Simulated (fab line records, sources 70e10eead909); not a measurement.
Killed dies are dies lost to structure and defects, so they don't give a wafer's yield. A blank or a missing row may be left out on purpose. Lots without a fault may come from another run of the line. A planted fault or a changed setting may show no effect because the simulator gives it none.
fab line records | flow nand_harc
record lots=5 wafers=15 last_day=24
route steps=1159 shown A_STAIRCASE@698 END@1159
lots that met no fault: from a run of the same line without faults
start_h: hours from the record's first day to the start of the lot's first wafer shown | wait_h: hours since the lot's step before | " the same as in the row above | L1.1+2: a row that stands for several wafers | - no value, or no start given | * or withheld: withheld | < > ~ a bound
route shown NAME@n: a module of which the file shows steps, and the number in the route of the first | usual: mean/standard deviation of fault-free wafers | same: alike in all rows | chamber/n: place in a boat | sites: the reading at each site | _std_site: their standard deviation | _edge_site: outer sites' mean less inner sites' | radius_mm: how far each site lies from the wafer's centre | mask NAME#n: copy n | behind: the tool/chamber that last shaped the wafer | hold: why the lot was held/for how many hours/how that ended | device: the transistor (n, p or np) that didn't switch | end of line: the same wafers' tests at the end of the route | a step without rows: its recipe alone | killed: dies lost to structure and defects at the first sort, not the wafer's yield | map: a wafer's dies, x killed, . not, _ none there
set.NAME: the setting as run; set.NAME@STEP: as run at that earlier step | model.NAME: the simulator's own value behind a step, which no gauge read
lots at some steps of the route; a table a step, a row a wafer
services: from which hour (start_h, from the record's first day; less than 0 if before it) a tool's chamber was out of use, for how many hours, and why
## steps
# step NHARC_A_STAIRCASE_ALD_415
# recipe target_thk_a=300 pulse_time_s=6 ald_cycles=300 temp_c=300 material=SiO2
# step NHARC_A_STAIRCASE_ETCHBACK_416
# recipe target_depth_a=360 time_s=7.2 c4f8_flow_sccm=withheld o2_flow_sccm=8 ar_flow_sccm=withheld rf_w=600 bias_w=800 chemistry=C4F8/O2/Ar
# step NHARC_A_STAIRCASE_STRIP_476
# recipe time_s=20 o2_flow_sccm=500 ar_flow_sccm=0 bias_w=0 chemistry=O2
# usual drypump_motor_current_A=5.9/0.4 oes_product_au=1.000/0.011 rf_vpp_V=57.9/0.94 showerhead_plenum_p_Torr=3.55/0.14 throttle_valve_pct=17.036/0.0086
# same bias_w=0
# columns lot.wafer tool chamber start_h wait_h drypump_motor_current_A oes_product_au rf_hours_counter_h rf_vpp_V showerhead_plenum_p_Torr throttle_valve_pct
L834.3 rie_diel-02 3 289.81 3.9 6.3 0.985 53 58.9 3.56 17.054
L834.2 " 0 " " 6.1 0.983 54 57.3 3.38 17.039
L834.1 " 1 " " 5.4 0.983 52 57.9 3.42 17.024
L839.2 rie_diel-02 3 326.47 0.1 6.3 0.992 66 55.9 3.55 17.043
L839.1 " 1 " " 5.4 0.987 65 57.6 3.41 17.042
L839.3 " 2 " " 5.2 0.996 60 57.1 3.47 17.046
L841.1 rie_diel-06 1 334.84 0.1 6.1 1.011 34 59.0 3.79 17.040
L841.3 " 2 " " 5.5 1.010 30 59.1 3.58 17.025
L841.5 " 1 " " 6.0 1.006 - 56.9 3.79 17.048
L852.3 rie_diel-06 2 386.46 0.1 5.5 1.019 47 55.9 3.57 17.041
L852.4 " 0 " " 6.5 0.994 50 57.1 3.46 17.027
L852.5 " 2 " " 5.5 1.022 - 56.7 3.57 17.033
L853.3 rie_diel-06 1 406.83 0.1 6.0 1.010 58 57.6 3.77 17.027
L853.5 " 1 " " 6.0 0.993 - 58.0 3.77 17.045
L853.6 " 2 " " 5.5 1.007 - 58.0 3.57 17.031
# step NHARC_A_STAIRCASE_DEP_417
# recipe target_thk_a=600 step_coverage_pct=20 temp_c=400 target_thk_nm=60 flow_sccm=200 rf_w=450 material=Si3N4
# step NHARC_A_STAIRCASE_WET_418
# recipe temp_c=160 target_depth_a=200 chemistry=H3PO4
# step NHARC_A_STAIRCASE_PRECLEAN_419
# recipe time_s=* temp_c=50 bath_age_min=0 chemistry=SC1
# step NHARC_A_STAIRCASE_SRD_421
# step NHARC_A_STAIRCASE_ALD_420
# recipe target_thk_a=200 pulse_time_s=6 ald_cycles=200 temp_c=300 material=SiO2
# usual heater_power_w=497/53 precursor_pulse_height_rel=1.000/0.021
# columns lot.wafer tool chamber start_h wait_h heater_power_w precursor_pulse_height_rel
L834.2 ald_hk-02 3 294.01 - 572 0.973
L834.1 " 0 " " 415 1.005
L834.3 " 1 " " 473 0.999
L839.3 ald_hk-01 1 331.96 - 560 0.998
L839.2 " 2 " " 506 0.991
L839.1 " 0 " " 463 0.988
L841.1 ald_hk-02 3 339.04 - 560 1.017
L841.3 " 0 " " 406 0.977
L841.5 " 2 " " 513 0.975
L852.4 ald_hk-04 1 390.33 - 580 0.992
L852.3 " 3 " " 445 1.011
L852.5 " 2 " " 487 0.958
L853.3 ald_hk-02 3 411.17 - 569 0.999
L853.5 " 0 " " 418 1.016
L853.6 " 1 " " 475 1.005
# step NHARC_A_STAIRCASE_CVD_552
# recipe target_thk_a=400 temp_c=700 pressure_mtorr=300 material=SiNx
# step NHARC_A_STAIRCASE_DEP_151
# recipe target_thk_a=38000 temp_c=400 target_thk_nm=3800 teos_flow_sccm=200 rf_w=500 material=SiO2
# step NHARC_A_STAIRCASE_ANNEAL_320
# recipe temp_c=750 time_s=1800
# step NHARC_A_STAIRCASE_DEP_322
# recipe target_thk_a=38000 temp_c=400 target_thk_nm=3800 teos_flow_sccm=200 rf_w=500 material=SiO2
# usual heater_power_w=640/73
# columns lot.wafer tool chamber start_h wait_h heater_power_w
L834.3 pecvd-01 1 310.01 0.2 636
L834.1 " 2 " " 612
L834.2 " 0 " " 636
L839.1 pecvd-03 2 351.43 0.1 746
L839.3 " 0 " " 644
L839.2 " 1 " " 689
L841.1 pecvd-04 1 351.53 0.2 746
L841.3 " 2 " " 715
L841.5 " 1 " " 672
L852.3 pecvd-04 2 406.13 0.1 673
L852.5 " 0 " " 691
L852.4 " 1 " " 637
L853.3 pecvd-03 1 431.14 0.5 563
L853.6 " 0 " " 595
L853.5 " 1 " " 553
# step NHARC_A_STAIRCASE_ANNEAL_323
# recipe temp_c=750 time_s=1800
# step NHARC_A_STAIRCASE_DEP_325
# recipe target_thk_a=38000 temp_c=400 target_thk_nm=3800 teos_flow_sccm=200 rf_w=500 material=SiO2
# usual heater_power_w=646/80
# columns lot.wafer tool chamber start_h wait_h heater_power_w
L834.2 pecvd-04 2 317.05 0.1 703
L834.1 " 0 " " 802
L834.3 " 1 " " 815
L839.1 pecvd-04 2 358.91 0.5 673
L839.3 " 0 " " 815
L839.2 " 1 " " 749
L841.3 pecvd-01 0 358.93 0.5 579
L841.1 " 2 " " 747
L841.5 " 1 " " 554
L852.3 pecvd-03 1 418.74 0.3 708
L852.4 " 0 " " 571
L852.5 " 1 " " 573
L853.3 pecvd-01 2 440.06 0.3 701
L853.5 " 1 " " 579
L853.6 " 2 " " 584
# step NHARC_A_STAIRCASE_ANNEAL_326
# recipe temp_c=750 time_s=1800
# step NHARC_A_STAIRCASE_DEHYDRATE_433
# recipe temp_c=150 time_s=120
# step NHARC_A_STAIRCASE_HMDS_434
# recipe time_s=30
# step NHARC_A_STAIRCASE_COAT_435
# recipe spin_rpm=1200
# step NHARC_A_STAIRCASE_SOFTBAKE_436
# recipe temp_c=135 time_s=170
# step NHARC_A_STAIRCASE_EBR_437
# step NHARC_A_STAIRCASE_EXPOSE_438
# recipe na=0.5 dose_mj=28.97 mask_id=STAIR_REV
# step NHARC_A_STAIRCASE_PEB_439
# recipe peb_temp_c=115 peb_time_s=130
# step NHARC_A_STAIRCASE_DEVELOP_440
# recipe time_s=140
# step NHARC_A_STAIRCASE_HARDBAKE_442
# recipe temp_c=120 time_s=140
# step NHARC_A_STAIRCASE_DESCUM_443
# recipe time_s=3 o2_flow_sccm=200 ar_flow_sccm=0 bias_power_w=0 chemistry=O2
# step NHARC_A_STAIRCASE_ETCH_444
# recipe target_depth_a=1.02e+05 time_s=3400 c4f8_flow_sccm=20 o2_flow_sccm=10 ar_flow_sccm=withheld rf_w=600 bias_w=1000 chemistry=C4F8/O2
# usual bias_w=1000/3.2 oes_product_au=0.935/0.019 rf_vpp_V=808/5.2
# columns lot.wafer tool chamber start_h wait_h bias_w oes_product_au rf_hours_counter_h rf_vpp_V
L834.2 rie_diel-02 0 327.64 0.2 1003 0.919 66 802
L834.3 " 1 " " 991 0.919 66 803
L834.1 " 2 " " 1003 0.921 61 805
L841.1 rie_diel-06 2 367.79 0.3 1004 0.939 42 808
L841.3 " 3 " " 1000 0.928 45 811
L841.5 " 1 " " 1006 0.943 - 815
L839.3 rie_diel-10 2 367.83 0.1 998 0.940 2 811
L839.1 " 0 " " 1008 0.933 2 812
L839.2 " 1 " " 1001 0.959 2 814
L852.3 rie_diel-02 1 430.15 0.5 1004 0.917 32 804
L852.5 " 0 " " 997 0.919 - 800
L852.4 " 2 " " 996 0.923 - 805
L853.3 rie_diel-06 2 450.08 0.8 1001 0.987 10 807
L853.6 " 3 " " 1004 0.965 - 812
L853.5 " 0 " " 1001 0.955 - 804
# step NHARC_A_STAIRCASE_STRIP_446
# recipe power_w=1500 temp_c=250 chemistry=O2
# step NHARC_A_STAIRCASE_STRIP_447
# recipe time_s=900 temp_c=130 chemistry=SPM
# step NHARC_A_STAIRCASE_PRECLEAN_448
# recipe time_s=* temp_c=50 bath_age_min=0 chemistry=SC1
# step NHARC_A_STAIRCASE_SRD_449
# step NHARC_A_STAIRCASE_CMP_450
# recipe target_thk_nm=200 material=SiO2
# usual motor_current_A=12.4/1.3
# columns lot.wafer tool chamber start_h wait_h motor_current_A
L834.3 cmp-04 3 330.88 - 13.7
L834.2 " 0 " " 11.5
L834.1 " 1 " " 14.1
L841.3 cmp-04 2 370.61 - 12.2
L841.1 " 3 " " 13.7
L841.5 " 1 " " 14.4
L839.2 cmp-02 2 371.39 - 11.6
L839.3 " 3 " " 12.5
L839.1 " 0 " " 13.1
L852.4 cmp-04 0 433.66 - 11.2
L852.3 " 1 " " 14.3
L852.5 " 0 " " 11.3
L853.3 cmp-02 3 452.45 - 12.9
L853.5 " 2 " " 11.3
L853.6 " 3 " " 11.6
# step NHARC_A_STAIRCASE_CMP_152
# step NHARC_A_STAIRCASE_SRD_154
# step NHARC_A_STAIRCASE_ETCH_403
# recipe target_depth_a=1082 chemistry=dHF material=SiO2
# step NHARC_A_STAIRCASE_ETCHBACK_422
# recipe target_depth_a=400 over_etch_frac=0.3 time_s=74.286 ion_energy_ev=120 ch3f_flow_sccm=50 o2_flow_sccm=30 ar_flow_sccm=200 rf_w=500 bias_w=100 chemistry=CH3F/O2
# step NHARC_A_STAIRCASE_ETCH_423
# recipe target_depth_a=300 chemistry=dHF material=SiO2
# step NHARC_END_SORT_01
# recipe temp_c=25
# usual killed_at_array=28/10 killed_at_other=0.5/0.82 killed_at_periphery=3.4/2.2 killed_dies=31/10 killed_open=3.4/1.9 killed_short=1.9/1.3
# same gross_dies=677
# columns lot.wafer tool chamber start_h wait_h killed_at_array killed_at_other killed_at_periphery killed_dies killed_open killed_short
L834.1 prober-01 0 488.17 2.5 29 1 4 34 5 2
L834.2 prober-01 0 488.96 2.8 22 1 6 29 1 2
L834.3 prober-01 0 489.76 3.1 37 2 9 48 9 1
L852.5 prober-02 0 566.14 3.7 673 1 3 677 4 2
# killed by level:class
L834.1 A_SLIT:chamber_film_flake=8 P_ZERO_WELL:chamber_film_flake=4 A_CHANNEL_HOLE_D1:chamber_film_flake=4 A_CONTACT:chamber_film_flake=4 A_CONTACT:geometric_particle:open=3 A_ZERO_WELL:chamber_film_flake=3 A_SOURCE_PLATE:geometric_particle:open=1 A_CHANNEL_FILL_D1:geometric_particle:short=1
L834.2 A_SLIT:chamber_film_flake=13 P_ZERO_WELL:chamber_film_flake=4 A_CONTACT:chamber_film_flake=4 A_CHANNEL_FILL_D1:geometric_particle:open=1 A_WL_FILL:geometric_particle:short=1 A_CONTACT:geometric_particle:short=1 P_STI:chamber_film_flake=1 P_CONTACT:chamber_film_flake=1
L834.3 A_SLIT:chamber_film_flake=15 A_CHANNEL_HOLE_D1:chamber_film_flake=7 A_CONTACT:chamber_film_flake=6 P_ZERO_WELL:chamber_film_flake=5 P_M0:geometric_particle:open=2 A_WL_FILL:geometric_particle:open=2 A_STAIRCASE:chamber_film_flake=2 THIN_TSV:chamber_film_flake=2
L852.5 A_STAIRCASE:area_dep=645 A_SLIT:chamber_film_flake=15 A_CHANNEL_HOLE_D1:chamber_film_flake=6 A_CONTACT:geometric_particle:open=4 A_WL_FILL:geometric_particle:short=2 P_ZERO_WELL:chamber_film_flake=2 P_GATE:chamber_film_flake=1 A_STAIRCASE:chamber_film_flake=1
# map L852.5 (x killed, . not)
____________x____________
_________xxxxxxx_________
_______xxxxxxxxxxx_______
______xxxxxxxxxxxxx______
_____xxxxxxxxxxxxxxx_____
____xxxxxxxxxxxxxxxxx____
____xxxxxxxxxxxxxxxxx____
___xxxxxxxxxxxxxxxxxxx___
___xxxxxxxxxxxxxxxxxxx___
__xxxxxxxxxxxxxxxxxxxxx__
__xxxxxxxxxxxxxxxxxxxxx__
_xxxxxxxxxxxxxxxxxxxxxxx_
_xxxxxxxxxxxxxxxxxxxxxxx_
_xxxxxxxxxxxxxxxxxxxxxxx_
_xxxxxxxxxxxxxxxxxxxxxxx_
_xxxxxxxxxxxxxxxxxxxxxxx_
xxxxxxxxxxxxxxxxxxxxxxxxx
xxxxxxxxxxxxxxxxxxxxxxxxx
xxxxxxxxxxxxxxxxxxxxxxxxx
xxxxxxxxxxxxxxxxxxxxxxxxx
xxxxxxxxxxxxxxxxxxxxxxxxx
_xxxxxxxxxxxxxxxxxxxxxxx_
_xxxxxxxxxxxxxxxxxxxxxxx_
_xxxxxxxxxxxxxxxxxxxxxxx_
_xxxxxxxxxxxxxxxxxxxxxxx_
_xxxxxxxxxxxxxxxxxxxxxxx_
__xxxxxxxxxxxxxxxxxxxxx__
__xxxxxxxxxxxxxxxxxxxxx__
___xxxxxxxxxxxxxxxxxxx___
___xxxxxxxxxxxxxxxxxxx___
____xxxxxxxxxxxxxxxxx____
____xxxxxxxxxxxxxxxxx____
_____xxxxxxxxxxxxxxx_____
______xxxxxxxxxxxxx______
_______xxxxxxxxxxx_______
_________xxxxxxx_________
____________x____________
# map L841.5 (x killed, . not)
____________.____________
_________..x..xx_________
_______......xxxxx_______
______........xxx..______
_____.....x.....xx.._____
____.............x...____
____x.......x......x.____
___...................___
___...................___
__.....................__
__....x................__
_......................._
_......................._
_......................._
_...x..................._
_.x....................._
....x..x.................
......xx..............x.x
.........................
.........................
.........................
_......................._
_......................._
_......................._
_......................._
_.....................x._
__.....................__
__x....................__
___...................___
___...................___
____.................____
____.................____
_____..............._____
______.............______
_______..........._______
_________......._________
____________.____________
## services
# columns tool chamber start_h hours kind
ald_hk-02 - 284.89 3.0 repair
pecvd-03 - 292.16 13.0 pm
cmp-04 - 299.13 4.5 repair
cmp-04 - 303.67 4.0 pm
cmp-04 - 311.04 2.1 repair
pecvd-04 - 314.10 1.7 repair
pecvd-01 2 314.69 31.1 repair
rie_diel-02 - 329.09 9.0 pm
cmp-02 - 330.73 4.0 pm
pecvd-01 - 333.80 6.2 repair
cmp-02 - 351.73 0.2 repair
cmp-02 - 352.30 0.3 repair
pecvd-04 - 377.58 13.0 pm
cmp-02 - 388.76 2.1 repair
rie_diel-06 - 390.24 1.4 repair
pecvd-01 - 395.62 1.7 repair
pecvd-04 - 397.49 0.5 repair
cmp-04 - 401.67 4.0 pm
ald_hk-02 - 407.24 2.5 repair
pecvd-01 - 418.19 13.0 pm
rie_diel-06 - 418.43 9.0 pm
cmp-04 - 423.99 1.9 repair
rie_diel-02 3 427.16 5.2 repair
pecvd-03 2 428.21 7.2 repair
## key
first_sign step=NHARC_END_SORT_01 reading=killed_at_array direction=up sigmas=63 usual=28 struck=673
effect step=NHARC_END_SORT_01 reading=killed_dies direction=up sigmas=62 usual=31 struck=677
more_kills_born_at NHARC_A_STAIRCASE_DEP_322@pecvd-04=645
met_at NHARC_A_STAIRCASE_DEP_322
struck_wafers L852.5
later_rows_left_out L852.5
tester_left_out L852
fault kind=process_parameter_drift tool=pecvd-04 chamber=0 onset_h=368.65 steps=NHARC_A_STAIRCASE_DEP_322 channel=target_thk_a offset=* shape=step end_h=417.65 acts_in=* stated=*
# tester_left_out: of these lots the tester's yield and bins aren't shown, on N5 and GAA mostly nor the transistor test; their killed dies are dies lost to structure and defects alone, not to doping, threshold or leakage, so they don't give the yield
# later_rows_left_out: the simulator's readings of these wafers behind a module that went badly wrong aren't trusted and aren't shown, but for the sort
